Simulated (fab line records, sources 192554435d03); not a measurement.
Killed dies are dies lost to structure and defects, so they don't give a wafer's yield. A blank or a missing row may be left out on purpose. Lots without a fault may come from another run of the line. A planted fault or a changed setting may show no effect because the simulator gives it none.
fab line records | flow n5_finfet
record lots=24 wafers=72 last_day=19
route steps=1938 shown WELL_APT@45 FIN_SAQP@96 FIN_CUT@164
lots that met no fault: from a run of the same line without faults
start_h: hours from the record's first day to the start of the lot's first wafer shown | wait_h: hours since the lot's step before | " the same as in the row above | L1.1+2: a row that stands for several wafers | - no value, or no start given | * or withheld: withheld | < > ~ a bound
route shown NAME@n: a module of which the file shows steps, and the number in the route of the first | usual: mean/standard deviation of fault-free wafers | same: alike in all rows | chamber/n: place in a boat | sites: the reading at each site | _std_site: their standard deviation | _edge_site: outer sites' mean less inner sites' | radius_mm: how far each site lies from the wafer's centre | mask NAME#n: copy n | behind: the tool/chamber that last shaped the wafer | hold: why the lot was held/for how many hours/how that ended | device: the transistor (n, p or np) that didn't switch | end of line: the same wafers' tests at the end of the route | a step without rows: its recipe alone | killed: dies lost to structure and defects at the first sort, not the wafer's yield | map: a wafer's dies, x killed, . not, _ none there
set.NAME: the setting as run; set.NAME@STEP: as run at that earlier step | model.NAME: the simulator's own value behind a step, which no gauge read
steps of the route over a sample of lots; a table a step, a row a wafer
services: from which hour (start_h, from the record's first day; less than 0 if before it) a tool's chamber was out of use, for how many hours, and why
## steps
# step N5_WELL_APT_INSPECT_27
# recipe mode=adi inspect_instrument=macro
# usual raw_defect_count=2.0/1.4
# columns lot.wafer tool chamber start_h wait_h raw_defect_count
L074.1 defect_inspect-02 - 14.91 0.0 2
L074.4 " - " " 3
L074.6 " - " " 2
L075.1 defect_inspect-01 - 20.98 0.0 1
L075.2 " - " " 1
L075.6 " - " " 6
L076.3 defect_inspect-02 - 26.86 0.0 2
L076.4 " - " " 3
L076.6 " - " " 2
L077.4 defect_inspect-02 - 33.35 0.0 4
L077.5 " - " " 3
L077.6 " - " " 0
L078.2 defect_inspect-01 - 39.11 0.0 3
L078.3 " - " " 1
L078.6 " - " " 4
L079.1 defect_inspect-02 - 45.51 0.0 3
L079.4 " - " " 3
L079.6 " - " " 0
L080.2 defect_inspect-02 - 51.11 0.0 4
L080.4 " - " " 1
L080.5 " - " " 2
L081.1 defect_inspect-01 - 56.73 0.0 1
L081.2 " - " " 2
L081.6 " - " " 4
L082.1 defect_inspect-02 - 63.11 0.0 1
L082.3 " - " " 2
L082.4 " - " " 3
L083.2 defect_inspect-01 - 68.88 0.0 1
L083.3 " - " " 1
L083.6 " - " " 1
L084.1 defect_inspect-01 - 74.88 0.0 4
L084.3 " - " " 3
L084.4 " - " " 3
L085.1 defect_inspect-02 - 80.91 0.0 3
L085.4 " - " " 5
L085.6 " - " " 0
L086.2 defect_inspect-01 - 87.53 0.0 2
L086.4 " - " " 2
L086.5 " - " " 2
L087.1 defect_inspect-01 - 93.17 0.0 7
L087.2 " - " " 2
L087.5 " - " " 4
L088.2 defect_inspect-01 - 99.07 0.0 0
L088.3 " - " " 2
L088.6 " - " " 3
L089.2 defect_inspect-01 - 105.69 0.0 1
L089.3 " - " " 1
L089.5 " - " " 3
L090.2 defect_inspect-01 - 110.87 0.0 3
L090.4 " - " " 0
L090.6 " - " " 3
L091.2 defect_inspect-01 - 117.44 0.0 2
L091.5 " - " " 1
L091.6 " - " " 2
L092.1 defect_inspect-01 - 123.94 0.0 1
L092.2 " - " " 2
L092.4 " - " " 3
L093.2 defect_inspect-02 - 129.63 0.0 0
L093.4 " - " " 2
L093.6 " - " " 4
L094.1 defect_inspect-02 - 135.59 0.0 2
L094.3 " - " " 3
L094.4 " - " " 3
L095.2 defect_inspect-02 - 142.74 0.0 2
L095.5 " - " " 1
L095.6 " - " " 0
L096.2 defect_inspect-01 - 147.80 0.0 2
L096.5 " - " " 3
L096.6 " - " " 1
L097.1 defect_inspect-02 - 152.79 0.0 2
L097.5 " - " " 3
L097.6 " - " " 3
# step N5_FIN_SAQP_HM_DEP_03
# recipe material=SiNx target_thk_a=380 temp_c=400 precursor=SiH4/NH3/N2 pressure_torr=1.5 rf_w=300 time_s=33.6
# usual heater_power_w=789/81 showerhead_plenum_p_Torr=5.16/0.079 throttle_valve_pct=40.5/1.8
# columns lot.wafer tool chamber start_h wait_h heater_power_w showerhead_plenum_p_Torr throttle_valve_pct
L074.1 pecvd-03 2 20.62 0.2 666 5.18 39.7
L074.4 " 1 " " 805 5.17 39.9
L074.6 " 2 " " 661 5.19 40.0
L075.1 pecvd-03 0 26.52 0.2 778 5.09 39.3
L075.2 " 2 " " 728 5.20 39.9
L075.6 " 0 " " 795 5.09 39.4
L076.3 pecvd-04 2 32.99 0.1 760 5.25 39.5
L076.4 " 0 " " 927 5.06 39.8
L076.6 " 2 " " 746 5.25 39.4
L077.4 pecvd-04 0 39.30 0.1 882 5.07 40.1
L077.5 " 2 " " 819 5.25 39.5
L077.6 " 1 " " 890 5.21 44.9
L078.2 pecvd-03 2 45.04 0.2 712 5.19 39.5
L078.3 " 0 " " 806 5.10 39.6
L078.6 " 1 " " 714 5.18 40.2
L079.1 pecvd-04 0 51.08 0.2 886 5.07 40.1
L079.4 " 2 " " 686 5.26 39.5
L079.6 " 0 " " 894 5.06 40.1
L080.2 pecvd-03 1 56.58 0.2 810 5.17 40.2
L080.4 " 1 " " 793 5.17 40.1
L080.5 " 0 " " 720 5.08 39.3
L081.1 pecvd-02 0 62.40 0.2 781 4.98 40.0
L081.2 " 2 " " 800 5.23 38.4
L081.6 " 2 " " 810 5.24 38.3
L082.1 pecvd-02 2 70.05 0.2 854 5.25 38.4
L082.3 " 0 " " 770 5.00 39.8
L082.4 " 2 " " 851 5.23 38.1
L083.2 pecvd-03 0 74.88 0.2 725 5.10 39.6
L083.3 " 2 " " 700 5.19 39.6
L083.6 " 1 " " 739 5.15 40.5
L084.1 pecvd-03 2 80.67 0.2 717 5.18 39.7
L084.3 " 1 " " 833 5.17 40.2
L084.4 " 0 " " 768 5.09 39.6
L085.1 pecvd-03 2 86.47 0.2 733 5.18 39.9
L085.4 " 0 " " 753 5.10 40.0
L085.6 " 2 " " 752 5.19 39.8
L086.2 pecvd-03 2 95.82 0.2 733 5.19 39.6
L086.4 " 2 " " 712 5.18 39.6
L086.5 " 0 " " 721 5.08 39.9
L087.1 pecvd-04 1 99.83 0.2 1018 5.23 45.0
L087.2 " 0 " " 920 5.06 40.5
L087.5 " 2 " " 795 5.25 39.6
L088.2 pecvd-02 2 104.88 0.2 838 5.23 38.7
L088.3 " 0 " " 696 5.00 39.7
L088.6 " 0 " " 716 5.00 39.6
L089.2 pecvd-03 2 112.89 0.2 740 5.19 40.1
L089.3 " 0 " " 818 5.09 39.6
L089.5 " 0 " " 825 5.09 39.6
L090.2 pecvd-02 1 117.69 0.2 806 5.25 43.7
L090.4 " 2 " " 808 5.24 38.4
L090.6 " 1 " " 798 5.25 43.5
L091.2 pecvd-04 1 124.17 0.2 951 5.21 45.0
L091.5 " 0 " " 894 5.05 40.2
L091.6 " 1 " " 981 5.22 45.0
L092.1 pecvd-03 0 129.98 0.2 711 5.10 39.7
L092.2 " 1 " " 843 5.18 40.1
L092.4 " 1 " " 867 5.17 40.2
L093.2 pecvd-03 2 136.71 0.2 632 5.18 39.6
L093.4 " 2 " " 633 5.18 39.9
L093.6 " 1 " " 807 5.18 40.0
L094.1 pecvd-02 0 143.93 0.2 777 4.99 39.7
L094.3 " 1 " " 717 5.27 43.8
L094.4 " 0 " " 782 5.01 39.8
L095.2 pecvd-03 2 149.57 0.2 749 5.18 39.7
L095.5 " 2 " " 752 5.20 39.8
L095.6 " 1 " " 717 5.16 40.1
L096.2 pecvd-04 1 155.77 0.2 882 5.22 45.0
L096.5 " 1 " " 898 5.24 44.8
L096.6 " 0 " " 921 5.06 40.2
L097.1 pecvd-02 1 159.78 0.2 829 5.24 43.3
L097.5 " 0 " " 722 4.99 39.9
L097.6 " 2 " " 865 5.23 38.8
# step N5_FIN_SAQP_PECVD_47
# recipe material=a-Si target_thk_a=450 temp_c=400 precursor=SiH4/He pressure_torr=3 rf_w=100 time_s=36.3
# usual heater_power_w=861/81 showerhead_plenum_p_Torr=5.68/0.069 throttle_valve_pct=18.5/0.91
# columns lot.wafer tool chamber start_h wait_h heater_power_w showerhead_plenum_p_Torr throttle_valve_pct
L074.1 pecvd-02 2 20.74 0.0 922 5.73 17.4
L074.4 " 2 " " 908 5.74 17.7
L074.6 " 1 " " 867 5.77 20.0
L075.1 pecvd-03 1 26.65 0.0 848 5.69 18.5
L075.2 " 0 " " 883 5.65 18.0
L075.6 " 0 " " 872 5.61 18.1
L076.3 pecvd-02 1 33.13 0.1 865 5.74 19.6
L076.4 " 0 " " 847 5.56 18.2
L076.6 " 0 " " 839 5.56 18.1
L077.4 pecvd-02 1 39.42 0.1 769 5.76 19.7
L077.5 " 0 " " 861 5.58 18.1
L077.6 " 2 " " 805 5.73 17.6
L078.2 pecvd-04 2 45.16 0.0 836 5.75 18.0
L078.3 " 0 " " 863 5.59 18.4
L078.6 " 0 " " 870 5.60 18.4
L079.1 pecvd-02 2 51.20 0.0 890 5.73 17.5
L079.4 " 0 " " 820 5.56 18.2
L079.6 " 1 " " 817 5.75 19.9
L080.2 pecvd-03 2 56.71 0.0 856 5.72 18.1
L080.4 " 2 " " 866 5.71 18.0
L080.5 " 0 " " 772 5.63 17.9
L081.1 pecvd-02 2 62.53 0.0 915 5.73 17.6
L081.2 " 0 " " 771 5.56 18.2
L081.6 " 2 " " 945 5.73 17.6
L082.1 pecvd-04 2 70.17 0.0 773 5.77 17.9
L082.3 " 0 " " 1030 5.61 18.1
L082.4 " 0 " " 1033 5.61 18.3
L083.2 pecvd-02 0 75.00 0.0 769 5.57 18.1
L083.3 " 1 " " 878 5.75 19.8
L083.6 " 0 " " 800 5.56 18.3
L084.1 pecvd-04 2 80.79 0.0 838 5.76 18.2
L084.3 " 1 " " 964 5.72 20.5
L084.4 " 1 " " 989 5.72 20.7
L085.1 pecvd-02 2 86.60 0.0 880 5.73 17.8
L085.4 " 2 " " 890 5.72 17.6
L085.6 " 1 " " 850 5.74 19.7
L086.2 pecvd-03 1 95.94 0.0 850 5.69 18.5
L086.4 " 0 " " 920 5.63 17.8
L086.5 " 1 " " 849 5.69 18.0
L087.1 pecvd-03 2 99.96 0.0 767 5.71 17.8
L087.2 " 1 " " 782 5.68 18.6
L087.5 " 0 " " 816 5.63 17.8
L088.2 pecvd-03 0 105.00 0.0 883 5.63 18.3
L088.3 " 2 " " 736 5.70 18.1
L088.6 " 0 " " 865 5.63 18.0
L089.2 pecvd-03 0 113.04 0.0 797 5.64 18.2
L089.3 " 0 " " 786 5.64 18.1
L089.5 " 2 " " 743 5.71 18.0
L090.2 pecvd-04 1 117.81 0.0 1047 5.72 20.5
L090.4 " 2 " " 821 5.76 18.0
L090.6 " 1 " " 1076 5.72 20.3
L091.2 pecvd-02 0 124.30 0.0 858 5.56 18.2
L091.5 " 0 " " 880 5.56 18.1
L091.6 " 2 " " 878 5.73 17.4
L092.1 pecvd-02 1 130.10 0.0 907 5.75 19.8
L092.2 " 2 " " 899 5.74 17.6
L092.4 " 2 " " 921 5.74 17.4
L093.2 pecvd-04 2 136.83 0.0 846 5.75 17.9
L093.4 " 1 " " 976 5.72 20.6
L093.6 " 2 " " 848 5.76 18.0
L094.1 pecvd-04 1 144.05 0.0 961 5.73 20.6
L094.3 " 0 " " 1020 5.61 18.2
L094.4 " 2 " " 782 5.77 18.1
L095.2 pecvd-02 1 149.69 0.0 864 5.75 19.6
L095.5 " 0 " " 744 5.55 18.1
L095.6 " 1 " " 842 5.74 20.0
L096.2 pecvd-03 2 155.89 0.0 831 5.71 18.0
L096.5 " 2 " " 836 5.70 18.2
L096.6 " 0 " " 773 5.62 18.3
L097.1 pecvd-02 2 159.91 0.0 853 5.72 17.7
L097.5 " 2 " " 832 5.74 17.7
L097.6 " 0 " " 859 5.56 18.1
# step N5_FIN_SAQP_ETCH_64
# recipe chemistry=CF4 target=SiO2 target_depth_a=15 ion_energy_ev=350 pressure_mtorr=10 icp_w=800 bias_w=400 cf4_flow_sccm=80
# usual bias_w=399.9/1.2 chamber_pressure_mTorr=9.998/0.014 drypump_motor_current_A=5.7/0.57 oes_product_au=0.997/0.018 throttle_valve_pct=21.73/0.23
# columns lot.wafer tool chamber start_h wait_h bias_w chamber_pressure_mTorr drypump_motor_current_A oes_product_au rf_hours_counter_h throttle_valve_pct
L074.1 rie_si-05 1 26.11 0.0 403.0 9.988 4.9 1.006 67 21.63
L074.4 " 0 " " 400.8 10.003 6.4 0.973 3 21.65
L074.6 " 1 " " 401.7 9.977 4.9 1.011 - 21.62
L075.1 rie_si-01 1 31.49 0.0 400.1 9.989 4.6 0.981 8 21.67
L075.2 " 2 " " 400.4 10.004 5.7 0.977 6 21.43
L075.6 " 3 " " 399.8 10.000 6.2 0.998 - 21.65
L076.3 rie_si-01 2 38.41 0.0 400.0 10.001 5.7 0.970 6 21.44
L076.4 " 1 " " 399.9 10.000 4.7 0.980 8 21.66
L076.6 " 1 " " 398.8 10.013 4.7 0.989 - 21.68
L077.4 rie_si-01 0 44.92 0.0 399.8 10.002 6.0 0.997 198 21.40
L077.5 " 1 " " 399.3 10.003 4.7 0.986 - 21.66
L077.6 " 0 " " 400.5 10.010 6.0 0.993 - 21.42
L078.2 rie_si-03 2 50.60 0.0 398.9 10.005 5.7 0.999 196 21.61
L078.3 " 1 " " 398.7 9.997 6.3 0.992 79 21.55
L078.6 " 1 " " 399.9 9.998 6.4 0.996 - 21.56
L079.1 rie_si-05 1 55.98 0.0 396.7 9.995 4.9 1.005 67 21.63
L079.4 " 0 " " 399.7 10.005 6.4 0.990 4 21.65
L079.6 " 3 " " 400.1 9.995 5.7 1.008 - 22.07
L080.2 rie_si-03 1 61.29 0.0 397.9 10.008 6.4 0.997 79 21.55
L080.4 " 0 " " 398.3 10.008 5.0 0.988 66 22.12
L080.5 " 0 " " 398.8 9.988 5.0 0.984 - 22.13
L081.1 rie_si-05 3 67.47 0.0 399.2 10.003 5.7 1.018 4 22.06
L081.2 " 2 " " 398.9 9.995 5.8 1.038 124 22.01
L081.6 " 3 " " 397.8 9.997 5.7 1.012 - 22.07
L082.1 rie_si-05 0 75.41 0.0 400.9 9.993 6.4 0.978 4 21.64
L082.3 " 3 " " 399.0 10.013 5.7 1.005 4 22.08
L082.4 " 2 " " 398.3 9.998 5.8 1.034 124 22.01
L083.2 rie_si-03 2 79.72 0.0 399.6 9.992 5.7 1.010 197 21.61
L083.3 " 1 " " 399.9 10.014 6.4 0.985 80 21.53
L083.6 " 0 " " 400.1 9.994 5.0 0.982 - 22.13
L084.1 rie_si-01 3 86.01 0.0 400.3 10.000 6.3 0.991 44 21.65
L084.3 " 1 " " 400.1 10.002 4.7 0.988 9 21.66
L084.4 " 0 " " 400.2 9.992 6.0 1.001 199 21.40
L085.1 rie_si-01 0 92.01 0.0 400.1 9.994 6.0 1.007 199 21.42
L085.4 " 2 " " 400.5 10.010 5.7 0.975 7 21.42
L085.6 " 1 " " 400.4 9.996 4.6 0.980 - 21.66
L086.2 rie_si-01 2 102.52 0.0 400.3 10.008 5.7 0.981 7 21.45
L086.4 " 1 " " 399.6 9.993 4.7 0.987 9 21.68
L086.5 " 0 " " 400.3 10.005 6.0 1.004 - 21.40
L087.1 rie_si-03 1 105.36 0.0 401.2 9.990 6.4 0.980 80 21.54
L087.2 " 2 " " 401.7 10.006 5.7 0.997 197 21.62
L087.5 " 3 " " 400.5 10.001 5.8 1.005 - 21.91
L088.2 rie_si-05 1 110.63 0.0 400.2 9.989 4.9 1.011 68 21.64
L088.3 " 2 " " 400.8 10.004 5.8 1.025 125 22.01
L088.6 " 2 " " 398.2 9.990 5.8 1.039 - 22.01
L089.2 rie_si-05 3 119.19 0.0 399.7 9.988 5.6 0.995 5 22.08
L089.3 " 0 " " 399.7 10.002 6.4 0.976 5 21.64
L089.5 " 1 " " 399.3 9.995 4.9 1.002 - 21.62
L090.2 rie_si-05 1 123.13 0.0 399.3 10.001 4.9 1.002 69 21.64
L090.4 " 3 " " 401.9 9.996 5.7 0.988 5 22.08
L090.6 " 0 " " 398.4 9.989 6.4 0.981 - 21.64
L091.2 rie_si-05 2 129.44 0.0 401.8 9.990 5.8 1.039 125 22.00
L091.5 " 0 " " 398.6 10.008 6.4 0.998 - 21.67
L091.6 " 3 " " 400.9 10.006 5.7 1.002 - 22.07
L092.1 rie_si-01 1 134.84 0.0 399.5 10.002 4.6 0.977 10 21.66
L092.2 " 3 " " 399.7 10.001 6.3 1.001 45 21.64
L092.4 " 1 " " 400.8 10.002 4.7 0.983 - 21.68
L093.2 rie_si-01 3 141.93 0.0 400.6 10.015 6.3 0.988 45 21.65
L093.4 " 0 " " 399.0 9.998 6.1 0.997 0 21.42
L093.6 " 0 " " 399.3 10.004 6.0 1.013 - 21.42
L094.1 rie_si-03 2 148.82 0.0 399.2 9.997 5.7 1.017 0 21.57
L094.3 " 0 " " 400.1 10.010 5.0 0.977 68 22.13
L094.4 " 0 " " 400.1 10.006 5.0 0.974 - 22.13
L095.2 rie_si-05 1 154.72 0.0 399.5 9.996 4.9 1.004 69 21.62
L095.5 " 1 " " 398.4 10.001 4.9 1.014 - 21.62
L095.6 " 0 " " 399.7 9.856 6.4 0.992 - 21.62
L096.2 rie_si-03 2 161.04 0.0 399.7 10.009 5.7 0.999 0 21.57
L096.5 " 0 " " 400.4 9.994 5.0 0.968 - 22.14
L096.6 " 1 " " 397.7 10.010 6.4 0.981 - 21.55
L097.1 rie_si-05 0 164.60 0.0 400.1 9.997 6.4 0.990 6 21.64
L097.5 " 2 " " 400.8 9.992 5.8 1.046 - 22.01
L097.6 " 1 " " 398.4 9.991 4.9 1.016 - 21.63
# step N5_FIN_CUT_OVL_MEAS_09
# recipe points_per_wafer=522
# usual FIN_CUT_OVL=-0.3/0.72
# columns lot.wafer tool chamber start_h wait_h FIN_CUT_OVL[nm]
L074.1 overlay-02 0 26.84 0.0 -0.2
L074.4 " 0 " " 0.0
L074.6 " 0 " " 0.4
L075.1 overlay-02 0 32.22 0.0 -1.1
L075.2 " 0 " " -0.5
L075.6 " 0 " " -0.2
L076.3 overlay-01 0 39.15 0.0 -0.9
L076.4 " 0 " " 0.4
L076.6 " 0 " " 0.0
L077.4 overlay-02 0 45.55 0.0 0.0
L077.5 " 0 " " 0.4
L077.6 " 0 " " -0.8
L078.2 overlay-01 0 51.34 0.0 0.7
L078.3 " 0 " " -0.3
L078.6 " 0 " " 0.3
L079.1 overlay-01 0 56.58 0.0 -0.4
L079.4 " 0 " " -1.1
L079.6 " 0 " " -0.5
L080.2 overlay-02 0 61.90 0.0 0.2
L080.4 " 0 " " 0.7
L080.5 " 0 " " -0.4
L081.1 overlay-02 0 68.20 0.0 -2.0
L081.2 " 0 " " 0.3
L081.6 " 0 " " 0.3
L082.1 overlay-02 0 76.14 0.0 -1.2
L082.3 " 0 " " -1.6
L082.4 " 0 " " -1.3
L083.2 overlay-01 0 80.33 0.0 0.0
L083.3 " 0 " " 0.5
L083.6 " 0 " " -0.3
L084.1 overlay-02 0 86.62 0.0 0.2
L084.3 " 0 " " 0.3
L084.4 " 0 " " -0.8
L085.1 overlay-02 0 92.74 0.0 0.0
L085.4 " 0 " " 1.5
L085.6 " 0 " " 0.6
L086.2 overlay-01 0 103.14 0.0 -1.5
L086.4 " 0 " " -1.1
L086.5 " 0 " " -0.3
L087.1 overlay-01 0 106.09 0.0 -0.4
L087.2 " 0 " " -0.1
L087.5 " 0 " " -1.0
L088.2 overlay-02 0 111.25 0.0 -2.1
L088.3 " 0 " " -1.4
L088.6 " 0 " " -0.6
L089.2 overlay-01 0 119.93 0.0 0.8
L089.3 " 0 " " -0.3
L089.5 " 0 " " -0.2
L090.2 overlay-02 0 123.77 0.0 0.4
L090.4 " 0 " " 1.4
L090.6 " 0 " " -0.1
L091.2 overlay-01 0 130.05 0.0 -0.3
L091.5 " 0 " " 0.7
L091.6 " 0 " " -0.3
L092.1 overlay-02 0 135.44 0.0 -0.3
L092.2 " 0 " " 0.6
L092.4 " 0 " " -1.2
L093.2 overlay-02 0 142.67 0.0 -0.7
L093.4 " 0 " " 0.0
L093.6 " 0 " " -0.8
L094.1 overlay-01 0 149.43 0.0 -1.3
L094.3 " 0 " " 0.3
L094.4 " 0 " " -0.5
L095.2 overlay-01 0 155.57 0.0 -0.1
L095.5 " 0 " " -0.5
L095.6 " 0 " " 0.2
L096.2 overlay-02 0 161.78 0.0 -1.1
L096.5 " 0 " " -0.3
L096.6 " 0 " " -0.7
L097.1 overlay-02 0 165.33 0.0 1.0
L097.5 " 0 " " 1.3
L097.6 " 0 " " 1.0
# step N5_FIN_CUT_ETCH_21
# recipe chemistry=N2/H2 target=SOC target_depth_a=2190 overetch_a=438 mask_material=SiARC temp_c=40 ion_energy_ev=100 bias_w=61 time_s=523.5 pressure_mtorr=30 source_w=850 n2_flow_sccm=200 h2_flow_sccm=200
# usual bias_w=61.01/0.18 chamber_pressure_mTorr=30.001/0.026 drypump_motor_current_A=5.5/0.35 oes_product_au=0.69/0.054 rf_vpp_V=240.5/1.4 showerhead_plenum_p_Torr=2.53/0.089 temp_c=40.00/0.098 throttle_valve_pct=17.90/0.19
# columns lot.wafer tool chamber start_h wait_h bias_w chamber_pressure_mTorr drypump_motor_current_A oes_product_au rf_hours_counter_h rf_vpp_V showerhead_plenum_p_Torr temp_c throttle_valve_pct
L074.1 rie_diel-02 0 27.02 0.0 61.13 30.028 5.4 0.69 201 242.7 2.61 39.82 17.93
L074.4 " 2 " " 61.16 30.026 5.5 0.70 181 240.3 2.53 39.84 17.68
L074.6 " 3 " " 61.06 30.005 5.7 0.69 - 239.3 2.53 40.22 18.07
L075.1 rie_diel-06 1 32.45 0.0 61.22 30.000 5.6 0.71 152 240.0 2.43 40.05 17.55
L075.2 " 0 " " 60.98 30.023 4.9 0.64 240 241.1 2.51 39.92 17.85
L075.6 " 3 " " 60.83 30.013 5.4 0.72 - 240.6 2.45 39.99 17.98
L076.3 rie_diel-06 1 39.32 0.0 61.03 29.988 5.7 0.71 153 238.8 2.43 39.87 17.53
L076.4 " 3 " " 61.10 30.018 5.3 0.72 122 239.6 2.45 40.02 17.99
L076.6 " 3 " " 61.25 30.015 5.3 0.71 - 238.9 2.45 40.09 17.99
L077.4 rie_diel-04 1 45.82 0.0 60.74 30.024 6.3 0.67 191 238.7 2.43 39.96 18.04
L077.5 " 1 " " 60.89 30.052 6.3 0.66 - 240.2 2.43 39.96 18.04
L077.6 " 0 " " 61.27 30.029 5.8 0.63 - 241.4 2.52 40.22 17.91
L078.2 rie_diel-04 0 51.52 0.0 61.12 29.963 5.8 0.63 239 239.6 2.52 40.14 17.93
L078.3 " 3 " " 60.54 30.016 5.7 0.65 201 240.6 2.52 40.05 18.01
L078.6 " 3 " " 60.61 30.051 5.7 0.64 - 239.5 2.52 39.96 18.01
L079.1 rie_diel-04 2 56.76 0.0 60.58 29.958 5.3 0.71 128 242.4 2.68 40.06 18.01
L079.4 " 0 " " 61.24 29.986 5.8 0.63 241 239.5 2.51 40.04 17.90
L079.6 " 3 " " 61.02 30.011 5.6 0.64 - 241.9 2.52 39.77 18.00
L080.2 rie_diel-06 3 62.24 0.0 60.70 30.035 5.4 0.71 129 239.8 2.45 39.84 17.99
L080.4 " 1 " " 61.08 29.998 5.7 0.70 160 239.9 2.42 40.01 17.55
L080.5 " 2 " " 60.77 30.014 5.2 0.68 - 243.0 2.65 40.05 17.89
L081.1 rie_diel-04 2 68.38 0.0 61.27 30.026 5.2 0.71 133 241.8 2.68 39.99 17.99
L081.2 " 3 " " 60.93 29.992 5.7 0.64 207 240.6 2.52 40.11 18.02
L081.6 " 2 " " 61.33 29.975 5.3 0.71 - 243.8 2.68 40.01 18.00
L082.1 rie_diel-02 2 76.33 0.0 60.84 30.038 5.5 0.68 196 239.3 2.53 39.78 17.68
L082.3 " 3 " " 61.12 29.995 5.7 0.68 182 241.1 2.52 40.03 18.06
L082.4 " 0 " " 61.23 30.006 5.4 0.67 216 241.4 2.61 40.10 17.96
L083.2 rie_diel-06 1 80.51 0.0 61.09 29.971 5.6 0.69 166 239.6 2.42 39.85 17.56
L083.3 " 3 " " 60.56 30.017 5.4 0.71 136 238.6 2.45 40.13 18.02
L083.6 " 2 " " 61.06 29.951 5.2 0.68 - 242.7 2.65 40.01 17.89
L084.1 rie_diel-04 3 86.81 0.0 60.83 29.980 5.6 0.64 212 240.9 2.52 39.85 18.01
L084.3 " 2 " " 61.17 30.008 5.3 0.71 138 241.7 2.67 39.96 18.00
L084.4 " 1 " " 60.91 30.020 6.2 0.65 204 238.2 2.42 40.12 18.07
L085.1 rie_diel-04 3 92.99 0.0 60.81 29.994 5.7 0.63 215 240.1 2.52 40.03 18.03
L085.4 " 1 " " 61.23 30.003 6.3 0.65 - 240.9 2.42 39.98 18.07
L085.6 " 2 " " 60.86 29.987 5.3 0.70 - 244.3 2.67 39.98 18.02
L086.2 rie_diel-06 3 103.32 0.0 61.15 30.015 5.3 0.71 145 238.7 2.44 40.04 18.04
L086.4 " 1 " " 61.25 30.023 5.7 0.69 175 239.2 2.42 40.06 17.58
L086.5 " 3 " " 61.08 29.987 5.4 0.70 - 237.4 2.44 40.07 18.03
L087.1 rie_diel-06 3 106.33 0.0 60.87 29.988 5.4 0.70 146 238.4 2.44 40.10 18.03
L087.2 " 2 " " 60.85 30.011 5.2 0.67 190 241.9 2.65 40.12 17.93
L087.5 " 2 " " 61.23 30.007 5.2 0.67 - 242.5 2.65 39.91 17.91
L088.2 rie_diel-02 3 111.43 0.0 60.94 29.998 5.7 0.67 193 241.1 2.52 40.02 18.11
L088.3 " 1 " " 61.08 30.043 6.0 0.68 158 238.9 2.44 40.07 17.58
L088.6 " 2 " " 61.01 29.989 5.5 0.68 - 240.9 2.52 40.02 17.70
L089.2 rie_diel-06 3 121.16 0.0 61.01 29.997 5.4 0.69 152 238.5 2.44 40.01 18.07
L089.3 " 2 " " 61.25 29.999 5.3 0.66 196 241.3 2.64 39.96 17.93
L089.5 " 3 " " 61.05 30.024 5.3 0.69 - 239.4 2.44 40.04 18.07
L090.2 rie_diel-02 1 123.95 0.0 61.13 29.999 6.0 0.68 163 241.0 2.44 40.07 17.58
L090.4 " 3 " " 61.24 29.975 5.7 0.67 198 240.3 2.52 39.93 18.11
L090.6 " 3 " " 61.15 30.022 5.7 0.67 - 241.8 2.52 39.95 18.09
L091.2 rie_diel-06 1 130.23 0.0 60.63 30.019 5.6 0.69 184 238.4 2.41 39.99 17.59
L091.5 " 1 " " 61.06 29.999 5.7 0.68 - 238.6 2.41 40.04 17.61
L091.6 " 2 " " 60.92 30.040 5.2 0.67 - 241.9 2.64 40.07 17.93
L092.1 rie_diel-02 2 137.60 0.0 60.66 30.063 5.5 0.67 217 238.9 2.52 39.94 17.72
L092.2 " 3 " " 60.83 30.029 5.7 0.66 204 241.7 2.52 40.10 18.12
L092.4 " 1 " " 61.12 30.003 6.1 0.67 168 239.7 2.44 39.89 17.59
L093.2 rie_diel-04 1 144.25 0.0 60.84 29.977 6.3 0.65 216 238.8 2.42 40.01 18.09
L093.4 " 3 " " 60.93 30.008 5.6 0.63 224 241.2 2.51 39.90 18.05
L093.6 " 2 " " 60.84 30.022 5.3 0.69 - 243.7 2.67 39.85 18.02
L094.1 rie_diel-02 2 149.61 0.0 61.02 30.002 5.5 0.67 222 240.7 2.52 40.01 17.74
L094.3 " 1 " " 61.12 29.958 6.0 0.67 174 239.5 2.44 40.03 17.60
L094.4 " 0 " " 61.01 29.984 5.4 0.65 244 240.2 2.60 39.90 18.01
L095.2 rie_diel-04 1 155.75 0.0 61.00 29.982 6.3 0.64 220 239.3 2.41 39.88 18.10
L095.5 " 2 " " 60.97 29.983 5.2 0.69 - 241.8 2.67 40.12 18.03
L095.6 " 0 " " 61.22 30.031 5.8 0.88 - 240.3 2.51 39.93 17.50
L096.2 rie_diel-06 3 161.95 0.0 60.77 30.043 5.4 0.68 170 239.6 2.43 39.97 18.08
L096.5 " 2 " " 61.05 30.032 5.2 0.66 - 240.5 2.64 40.01 17.95
L096.6 " 3 " " 60.99 30.033 5.4 0.68 - 239.3 2.43 39.96 18.09
L097.1 rie_diel-04 3 165.75 0.0 61.00 29.970 5.6 0.63 227 240.3 2.51 39.98 18.06
L097.5 " 2 " " 60.84 30.006 5.2 0.69 - 241.3 2.67 40.04 18.05
L097.6 " 3 " " 61.12 29.954 5.7 0.63 - 241.4 2.51 39.95 18.06
## services
# columns tool chamber start_h hours kind
rie_diel-02 - 11.09 0.5 repair
pecvd-03 - 17.17 2.8 pm
pecvd-03 - 23.74 0.8 repair
rie_si-05 - 26.41 2.8 pm
pecvd-02 2 29.68 5.5 scheduled_down
pecvd-02 - 33.32 0.3 repair
rie_diel-02 3 35.64 4.0 repair
pecvd-04 - 39.52 0.6 repair
pecvd-02 1 55.24 2.1 scheduled_down
pecvd-04 2 59.79 5.5 scheduled_down
pecvd-04 - 62.38 2.8 pm
pecvd-03 - 69.37 2.7 repair
rie_diel-02 - 70.01 0.2 repair
rie_diel-06 0 79.63 - clean
rie_diel-06 0 79.63 - consumable_replace:focus_ring
rie_diel-06 0 79.63 16.9 scheduled_down
rie_diel-06 0 79.63 16.9 vent_cycle
pecvd-02 2 79.91 3.8 repair
rie_diel-06 0 104.78 5.5 repair
pecvd-03 1 111.89 2.1 scheduled_down
pecvd-02 - 112.84 2.7 repair
rie_diel-04 - 116.06 28.1 pm
rie_si-03 3 139.42 31.8 repair
rie_diel-02 1 154.13 5.4 repair
## key
fault none
